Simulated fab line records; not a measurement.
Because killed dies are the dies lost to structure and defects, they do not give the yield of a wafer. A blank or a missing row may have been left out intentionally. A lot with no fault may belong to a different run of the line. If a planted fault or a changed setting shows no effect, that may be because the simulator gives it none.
Code-filled problem report in 8D (eight disciplines) form + flow n5_finfet + the parts of the form that need people (team, actions taken, sign-off) are left out

== 1. WHAT WENT WRONG ==
M12_THK at N5_BEOL_M12_THK_MEAS_50 reads a mean of 629 nm on 1 wafer of 1 lot; wafers without a fault read 325 nm with a standard deviation of 6.3. Measured from the usual mean, that is +48 standard deviations.
The step: measures by xrf.
The first sign was on wafer L677.2 at day 13 11:20, on film_metro-02. At this step, 25 wafers from 9 lots have a number in the record. Rule for "out" (also "out of limits"): further than 4 standard deviations from the usual mean. The rest of the wafers with a number are treated as sound.

== 2. WHAT IT IS, AND WHAT IT ISN'T ==
| question                    | is                     | is not                                                                                                  |
|-----------------------------|------------------------|---------------------------------------------------------------------------------------------------------|
| which readings at this step | M12_THK                | -                                                                                                       |
| which lots                  | L677                   | L670, L680, L681, L684, L685, L686, L690, L691                                                          |
| which wafers of those lots  | all that have a number | -                                                                                                       |
| read on which gauges        | film_metro-02          | film_metro-01                                                                                           |
| when                        | from day 13 11:20      | up to then (3 sound wafers); but 21 sound wafers of L680, L681, L684, L685, L686, L690, L691 came after |

== 3. WHAT RULES OUT EACH SUSPECT ==
Counting: a tool at any process step up to the reading remains a suspect when it ran all the lots that are out and ran no sound lot after the first of those.
- ruled out: the gauge at N5_BEOL_M12_THK_MEAS_50. All the wafers that are out were read on film_metro-02, but those of them that N5_BEOL_M12_CMP_49 has rows for are out there too, on other tools.
- rie_diel-04 at N5_BEOL_M12_TRENCH_ETCH_34 (etches SiOC in C4F8/O2/Ar, target depth 318.95 nm, time 125.5 s): ruled out as a lasting fault. The sound lots L684 went through it after L677, its earliest lot that is out (day 12 19:02).
- cmp-01 at N5_BEOL_M12_CMP_49 (polishes, stops on SiOC, t overpolish 20.6 s, target thk 320 nm): kept. It ran the lot that is out, L677 (day 13 11:02), and no sound lot after that. Out on those wafers are its own readings of barrier_field_endpoint_s, overpolish_run_s.
Left after counting: cmp-01 at N5_BEOL_M12_CMP_49.

== 4. THE CAUSE (what the simulator had put in) ==
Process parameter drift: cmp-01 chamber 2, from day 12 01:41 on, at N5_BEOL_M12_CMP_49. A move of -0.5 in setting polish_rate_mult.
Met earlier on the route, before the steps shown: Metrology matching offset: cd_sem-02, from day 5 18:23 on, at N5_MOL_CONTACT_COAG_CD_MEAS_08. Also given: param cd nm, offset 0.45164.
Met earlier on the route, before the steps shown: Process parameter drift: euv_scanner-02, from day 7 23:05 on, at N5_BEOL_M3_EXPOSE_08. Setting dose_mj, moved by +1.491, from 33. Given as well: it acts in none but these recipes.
Counting left only this tool.

== 5. THE CHAIN OF EFFECTS, in route order ==
Rows list readings where the struck wafers' mean (over those with a number) sits beyond 3 standard deviations from the usual. Readings are gone through only where the record gives a usual standard deviation; hours: the median, over the lots, of the time from a lot's start at the first step in this table giving one to that lot's start at this step; sigmas: the change measured in usual standard deviations.
| hours | step                    | reading                  | usual    | on struck wafers | change  | sigmas      |
|-------|-------------------------|--------------------------|----------|------------------|---------|-------------|
| 0     | N5_BEOL_M12_CMP_49      | barrier_field_endpoint_s | 29.9 s   | 57.7             | +27.8   | +36         |
| 0     | N5_BEOL_M12_CMP_49      | overpolish_run_s         | 20.600 s | 8.522            | -12.078 | -99 or more |
| 0     | N5_BEOL_M12_THK_MEAS_50 | M12_THK                  | 325 nm   | 629              | +304    | +48         |
| 32    | N5_PASSIVATION_PROBE_49 | defect_limited_yield     | 91.3 %   | 0.0              | -91.3   | -54         |
| 32    | N5_PASSIVATION_PROBE_49 | killed_at_M4_up          | 14       | 1112             | +1098   | +99 or more |
| 32    | N5_PASSIVATION_PROBE_49 | killed_dies              | 103      | 1180             | +1077   | +54         |
| 32    | N5_PASSIVATION_PROBE_49 | killed_on_rim            | 14       | 152              | +138    | +32         |
| 32    | N5_PASSIVATION_PROBE_49 | sort_n_pass              | 1077     | 0                | -1077   | -54         |
| 32    | N5_PASSIVATION_PROBE_49 | sort_yield_pct           | 91.3 %   | 0.0              | -91.3   | -54         |
Its process steps:
- N5_BEOL_M12_CMP_49: polishes, stops on SiOC, t overpolish 20.6 s, target thk 320 nm.
- N5_PASSIVATION_PROBE_49

== 6. HOW IT WOULD HAVE BEEN CAUGHT EARLIER ==
34 hours passed between the start of the fault at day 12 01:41 and the first reading out of limits at a measuring or inspecting step in this record, taken at day 13 11:20.
Tool's own readings at N5_BEOL_M12_CMP_49, barrier_field_endpoint_s, overpolish_run_s: out on all struck wafers the step has rows for; an alarm limit on them would have tripped on the first.
Lots out: 1; all had begun N5_BEOL_M12_CMP_49 on cmp-01 by day 13 11:20. None of them would have been spared by holding the tool at that moment.
